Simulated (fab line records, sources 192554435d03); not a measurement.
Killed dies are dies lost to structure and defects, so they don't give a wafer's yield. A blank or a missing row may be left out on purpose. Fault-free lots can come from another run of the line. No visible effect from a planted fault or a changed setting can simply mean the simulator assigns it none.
Split-lot experiment || flow n5_finfet || on a route of 1938 steps: 7 lots, 21 wafers read

## ON THE SPLIT
At N5_BEOL_M2_EXPOSE_25 (exposes mask V1, defocus 5 nm), the setting dose_mj was moved away from the recipe's 63 on 6 of the 21 wafers read, by -5.8% to +7.0%. All remaining wafers had this setting at the recipe value.

## FROM THE SPLIT TO THE READING: what the file shows between them, 2 steps
- N5_BEOL_M2_PEB_26: peb time 60 s
- N5_BEOL_M2_DEVELOP_27: develop time 30 s

## THE READING
cd_nm, in nm, at N5_BEOL_M2_CD_MEAS_28 (target cd 26.2 nm, target cd y 24.1 nm). Typical for fault-free wafers on this fab line: 26.23 nm, with standard deviation 0.23 nm.

{"wafer": "L076.1", "tool, chamber at the split": "euv_scanner-01, 0", "dose_mj as run": 63, "against the recipe": "recipe", "cd_nm, nm": 26.02, "against lot-mates on the recipe": "-"}
{"wafer": "L076.2", "tool, chamber at the split": "euv_scanner-01, 0", "dose_mj as run": 63, "against the recipe": "recipe", "cd_nm, nm": 26.21, "against lot-mates on the recipe": "-"}
{"wafer": "L076.5", "tool, chamber at the split": "euv_scanner-01, 0", "dose_mj as run": 63, "against the recipe": "recipe", "cd_nm, nm": 26.15, "against lot-mates on the recipe": "-"}
{"wafer": "L077.4", "tool, chamber at the split": "euv_scanner-01, 0", "dose_mj as run": 60.19, "against the recipe": "-4.5%", "cd_nm, nm": 25.18, "against lot-mates on the recipe": -0.49}
{"wafer": "L077.5", "tool, chamber at the split": "euv_scanner-01, 0", "dose_mj as run": 60.19, "against the recipe": "-4.5%", "cd_nm, nm": 25.31, "against lot-mates on the recipe": -0.36}
{"wafer": "L077.6", "tool, chamber at the split": "euv_scanner-01, 0", "dose_mj as run": 63, "against the recipe": "recipe", "cd_nm, nm": 25.67, "against lot-mates on the recipe": "-"}
{"wafer": "L082.1", "tool, chamber at the split": "euv_scanner-02, 0", "dose_mj as run": 63, "against the recipe": "recipe", "cd_nm, nm": 26.55, "against lot-mates on the recipe": "-"}
{"wafer": "L082.2", "tool, chamber at the split": "euv_scanner-02, 0", "dose_mj as run": 63, "against the recipe": "recipe", "cd_nm, nm": 26.14, "against lot-mates on the recipe": "-"}
{"wafer": "L082.5", "tool, chamber at the split": "euv_scanner-02, 0", "dose_mj as run": 67.43, "against the recipe": "+7.0%", "cd_nm, nm": 27.50, "against lot-mates on the recipe": "+1.16"}
{"wafer": "L084.2", "tool, chamber at the split": "euv_scanner-02, 0", "dose_mj as run": 63, "against the recipe": "recipe", "cd_nm, nm": 26.44, "against lot-mates on the recipe": "-"}
{"wafer": "L084.5", "tool, chamber at the split": "euv_scanner-02, 0", "dose_mj as run": 63, "against the recipe": "recipe", "cd_nm, nm": 26.62, "against lot-mates on the recipe": "-"}
{"wafer": "L084.6", "tool, chamber at the split": "euv_scanner-02, 0", "dose_mj as run": 63, "against the recipe": "recipe", "cd_nm, nm": 26.34, "against lot-mates on the recipe": "-"}
{"wafer": "L089.1", "tool, chamber at the split": "euv_scanner-02, 0", "dose_mj as run": 59.32, "against the recipe": "-5.8%", "cd_nm, nm": 25.24, "against lot-mates on the recipe": -1.14}
{"wafer": "L089.4", "tool, chamber at the split": "euv_scanner-02, 0", "dose_mj as run": 63, "against the recipe": "recipe", "cd_nm, nm": 26.06, "against lot-mates on the recipe": "-"}
{"wafer": "L089.6", "tool, chamber at the split": "euv_scanner-02, 0", "dose_mj as run": 63, "against the recipe": "recipe", "cd_nm, nm": 26.69, "against lot-mates on the recipe": "-"}
{"wafer": "L094.1", "tool, chamber at the split": "euv_scanner-01, 0", "dose_mj as run": 63, "against the recipe": "recipe", "cd_nm, nm": 26.32, "against lot-mates on the recipe": "-"}
{"wafer": "L094.2", "tool, chamber at the split": "euv_scanner-01, 0", "dose_mj as run": 63, "against the recipe": "recipe", "cd_nm, nm": 26.22, "against lot-mates on the recipe": "-"}
{"wafer": "L094.4", "tool, chamber at the split": "euv_scanner-01, 0", "dose_mj as run": 63, "against the recipe": "recipe", "cd_nm, nm": 25.93, "against lot-mates on the recipe": "-"}
{"wafer": "L093.2", "tool, chamber at the split": "euv_scanner-02, 0", "dose_mj as run": 64.19, "against the recipe": "+1.9%", "cd_nm, nm": 26.54, "against lot-mates on the recipe": "+0.57"}
{"wafer": "L093.4", "tool, chamber at the split": "euv_scanner-02, 0", "dose_mj as run": 63, "against the recipe": "recipe", "cd_nm, nm": 25.97, "against lot-mates on the recipe": "-"}
{"wafer": "L093.5", "tool, chamber at the split": "euv_scanner-02, 0", "dose_mj as run": 64.19, "against the recipe": "+1.9%", "cd_nm, nm": 26.30, "against lot-mates on the recipe": "+0.33"}

FIT RESULTS
A straight line over all 21 wafers: cd_nm changes by +0.185 nm for each +1% of dose_mj; r = +0.89; the points scatter about the line by 0.25 nm.
The same after taking each lot's own level away (the mean of its wafers on the recipe; 21 wafers): +0.156 nm for each +1%; r = +0.91; scatter 0.19 nm.
The reading moves by 1.1 nm for the largest change in dose_mj, on that fit.
Across the lots, their own levels run from 25.670 to 26.467 nm, a range of 3.5 times the standard deviation given above.
Hence the slope depends on the lot-to-lot level, as the two fits are not the same.
Check: +1.11 nm against its lot-mates is what the line predicts for one of the wafers moved furthest among these (+7.0%) when that wafer is left out of the fit. It came out at +1.16 nm against them.

## ADDITIONAL SPLITS CARRIED BY THESE WAFERS
Other splits were also applied to these wafers ahead of the reading. Each is held against what the fit with the lots' levels taken away leaves over:
{"other split on the same wafers": "N5_GATE_CUT_EXPOSE_10 dose_mj", "wafers away from the commonest value": 8, "r with cd_nm (lot level and that fit taken away)": "+0.27"}
{"other split on the same wafers": "N5_MOL_CONTACT_COAG_ALD_27 ald_cycles", "wafers away from the commonest value": 7, "r with cd_nm (lot level and that fit taken away)": "+0.33"}
{"other split on the same wafers": "N5_MOL_CONTACT_COAG_ALD_133 ald_cycles", "wafers away from the commonest value": 5, "r with cd_nm (lot level and that fit taken away)": "+0.28"}
{"other split on the same wafers": "N5_BEOL_M0_SAQP_SPACER1_ALD_98 temp_c", "wafers away from the commonest value": 6, "r with cd_nm (lot level and that fit taken away)": -0.24}
{"other split on the same wafers": "N5_BEOL_M0_SAQP_ETCH_107 source_w", "wafers away from the commonest value": 5, "r with cd_nm (lot level and that fit taken away)": -0.12}
{"other split on the same wafers": "N5_BEOL_M1_EXPOSE_25 dose_mj", "wafers away from the commonest value": 9, "r with cd_nm (lot level and that fit taken away)": "+0.08"}
{"other split on the same wafers": "N5_BEOL_M1_ETCH_70 bias_w", "wafers away from the commonest value": 7, "r with cd_nm (lot level and that fit taken away)": -0.08}

## FILE'S OWN FIT
cd_nm changes by +0.164 nm for each +1% of dose_mj, r = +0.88.
